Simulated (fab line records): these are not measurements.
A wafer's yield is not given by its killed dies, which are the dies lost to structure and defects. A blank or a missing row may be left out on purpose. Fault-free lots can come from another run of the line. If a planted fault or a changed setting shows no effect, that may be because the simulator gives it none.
A lot that was struck, set against a sound lot	flow n5 finfet	36 out of 1938 route steps
Sound: these wafers, L115.1, L115.4, L115.5. Struck: wafer L109.1. (L109.4, L109.6 of the same lot were not struck and are left out.) The cause comes at the end.
Per side, at each step with rows, come the tool, then ch with its chambers, and then its first start. Under that, the readings that differ: sound wafers	struck wafers	difference of the means	sigmas: that difference in standard deviations of wafers without a fault.
alike: readings with means less than 2 such deviations apart, plus words and numbers identical on both sides. not compared: withheld readings, readings lacking a value on some wafer, bounds such as >300 that could conceal the same value, and numbers that have no deviation in the record and whose values overlap.
A row with sigmas, a row that says differs or no value, or rows on one side alone: a step with any of these is where the two part. When numbers do not overlap yet have no deviation, they are printed without sigmas and do not part them. A reading that every wafer of one side lacks parts them only if that side has two wafers or more.

first, 9 steps without rows for these wafers: N5_BEOL_M4_ANNEAL_95 (time 240 s); N5_BEOL_M4_SPUTTER_96 (material Cu, target thk 4.5 nm, time 8.29 s); N5_BEOL_M4_ECD_50 (material Cu, target thk 300 nm); N5_BEOL_M4_ANNEAL_51 (time 90 s); N5_BEOL_M4_CMP_52 (polishes, stops on SiOC, t overpolish 6.8 s, target thk 40 nm); N5_BEOL_M4_PRE_CLEAN_60 (time 15 s); N5_BEOL_M4_CO_CAP_55 (material Co, precursor CCTBA/H2, target thk 2 nm, time 102.1 s); N5_BEOL_M4_PRE_CLEAN_56 (time 15 s); N5_BEOL_M4_DEP_57 (deposits SiCN from 3MS/NH3, target thk 8 nm, time 14 s).
N5_BEOL_M4_RC_MEAS_101:
  sound on prober-02 ch 0, day 14 02:05; struck on prober-02 ch 0, day 12 07:50
  alike: DIBL_N, DIBL_P, IOFF_N, IOFF_P, ION_N, ION_P, SS_N, SS_P, VT_N, VT_P
then, 24 steps without rows for these wafers: N5_BEOL_M5_ILD_DEP_00 (deposits SiCOH lowk from DEMS/porogen, target thk 140.64 nm, time 25.9 s); N5_BEOL_M5_CURE_79 (cures SiCOH lowk, time 240 s); N5_BEOL_M5_PECVD_70 (deposits SiO2 from TEOS/O2, target thk 16 nm, time 18 s); N5_BEOL_M5_HM_DEP_02 (deposits TiN, target thk 20 nm); N5_BEOL_M5_COAT_59 (time 60 s, resist thk 60 nm); N5_BEOL_M5_COAT_60 (time 60 s, resist thk 12 nm); N5_BEOL_M5_COAT_71 (time 60 s, resist thk 5 nm); N5_BEOL_M5_COAT_05 (resist thk 30 nm); N5_BEOL_M5_EBR_07; N5_BEOL_M5_SOFTBAKE_06 (time 60 s); N5_BEOL_M5_EXPOSE_08 (exposes mask M5, target cd 28 nm); N5_BEOL_M5_PEB_09 (peb time 60 s); N5_BEOL_M5_DEVELOP_10 (develop time 30 s); N5_BEOL_M5_DESCUM_16 (chemistry O2, time 7 s); N5_BEOL_M5_ETCH_72 (etches underlayer in N2/H2, target depth 6.5 nm, time 5.2 s); N5_BEOL_M5_ETCH_61 (etches SiARC in CF4, target depth 15.6 nm, time 26 s); N5_BEOL_M5_ETCH_62 (etches SOC in N2/H2, target depth 75 nm, overetch 15 nm, time 112.5 s); N5_BEOL_M5_STRIP_63 (strips in N2/H2); N5_BEOL_M5_STRIP_73 (strips in N2/H2); N5_BEOL_M5_STRIP_64 (strips in CF4); N5_BEOL_M5_HM_OPEN_17 (chemistry Cl2/BCl3, target TiN, target depth 20 nm, overetch 6 nm); N5_BEOL_M5_STRIP_19 (strips in O2); N5_BEOL_M5_COAT_65 (time 60 s, resist thk 60 nm); N5_BEOL_M5_COAT_66 (time 60 s, resist thk 12 nm).
-- the record jumps here: 4 days lie between the struck wafers' starts before and after (it left off in module BEOL_M5 and takes up again in module PASSIVATION, whose first step shown is number 1915 of the route) --
N5_PASSIVATION_PECVD_53: deposits SiO2 from TEOS/O2, target thk 800 nm, time 169.4 s.
  sound on pecvd-02 ch 0,2, day 18 10:11; struck on pecvd-04 ch 2, day 16 14:32
reading	sound	struck	difference	sigmas
run length s (s)	196.8 197.9 195.9	320.5	+123.6	+99 or more
model.SiO2_of_PASSIVATION_PECVD_53.thk nm (nm)	782.6 811.6 797	1373	+576	
N5_PASSIVATION_PROBE_49:
  sound: prober-02 at day 18 14:15; struck: prober-02 at day 16 18:14
reading	sound	struck	difference	sigmas
defect limited yield (%)	91.6	0	-92	-65
killed_at_M4_up	9	18	+9	+2
killed at other	6	1079	+1073	+99 or more
killed dies	99	1180	+1081	+64
killed on rim	9	152	+143	+37
sort_bin_5_function (%)	4.7	96.4	+91.7	+97
sort n pass	1081	0	-1081	-64
sort yield pct (%)	91.6	0	-92	-61
  alike: killed_at_M0_to_M3, killed at contacts, killed at front end, killed open, killed short, sort_bin_4_leakage, sort_bin_6_memory

## WHERE THEY PART
First at N5_PASSIVATION_PECVD_53; last, within this record, at N5_PASSIVATION_PROBE_49.

WHY: the cause the simulator had injected
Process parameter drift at N5_PASSIVATION_PECVD_53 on pecvd-04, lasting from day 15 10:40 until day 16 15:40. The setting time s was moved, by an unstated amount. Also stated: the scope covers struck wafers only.
